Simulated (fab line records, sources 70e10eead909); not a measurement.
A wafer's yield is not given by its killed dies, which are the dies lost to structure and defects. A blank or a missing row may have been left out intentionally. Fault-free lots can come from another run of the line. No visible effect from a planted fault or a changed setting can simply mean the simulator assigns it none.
Problem report, 8D (eight disciplines) form, completed by code    flow nand-harc    the parts of the form that need people (team, actions taken, sign-off) are left out

1. WHAT WENT WRONG
Wafers without a fault read 188.45 W, standard deviation 0.13; heater-power-total-W at NHARC_A_CONTACT_SOFTBAKE_03 reads a mean of 323.15 W on 6 wafers belonging to 2 lots. That is +99 or more standard deviations from the usual mean.
The step: time 55 s.
First observed at day 31 07:00: wafer L419.1, on litho-track-04. Wafers with a number at this step in the record: 42, from 14 lots. Rule for "out" (also "out of limits"): further than 4 standard deviations from the usual mean. The rest of the wafers with a number are treated as sound.

2. WHAT IT IS; WHAT IT IS NOT
question                     is                      is not
which readings at this step  heater-power-total-W    -
which lots                   L419, L421              L398, L399, L400, L401, L403, L405, L406, L407, L409, L410, L411, L412
which wafers of those lots   all that have a number  -
read on which tools          litho-track-04          litho-track-01, litho-track-06
when                         from day 31 07:00       up to then (36 sound wafers)

3. THE SUSPECTS, EACH WITH WHAT RULES IT OUT
Counting: a tool at any process step up to the reading remains a suspect when it ran all the lots that are out and ran no sound lot after the first of those.
- litho-track-04 at NHARC_A_CONTACT_SOFTBAKE_03 (time 55 s): kept. Every lot that is out went through it, starting with L419 (day 31 07:00), and after that it ran no sound lot; the last sound lot it ran before then is L410 (day 26 21:00). Its own readings are out on those wafers: heater-power-total-W.
Remaining after the count: litho-track-04 at NHARC_A_CONTACT_SOFTBAKE_03.

4. THE CAUSE (what the simulator had put in)
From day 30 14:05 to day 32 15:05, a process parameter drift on litho-track-04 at NHARC_A_CONTACT_SOFTBAKE_03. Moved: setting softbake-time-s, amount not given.
This tool alone remained once counting was done.

5. THE EFFECT CHAIN, in route order
Each row: a reading whose mean over the struck wafers that have a number lies more than 3 standard deviations from the usual. Only readings whose record carries a usual standard deviation are examined. hours: median over the lots of the time between each lot's start at the first step of this table that gives one and its start at this step. sigmas: the change, counted in usual standard deviations.
hours  step                         reading               usual     on struck wafers  change   sigmas
0      NHARC_A_CONTACT_SOFTBAKE_03  heater-power-total-W  188.45 W  323.15            +134.70  +99 or more
It contains these process steps:
- NHARC_A_CONTACT_SOFTBAKE_03: time 55 s.
Readings that are blank on the struck wafers while sound wafers have them: plate-temp-C at NHARC_A_CONTACT_SOFTBAKE_03.
Later measuring or inspecting steps at which every struck wafer that the step has a row for has a number for every such reading, and none has moved that far: NHARC_A_CONTACT_OVL_MEAS_09.

6. WHAT WOULD HAVE CAUGHT IT SOONER
The fault began at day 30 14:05; the first out-of-limits reading in this record came at day 31 07:00, 17 hours later.
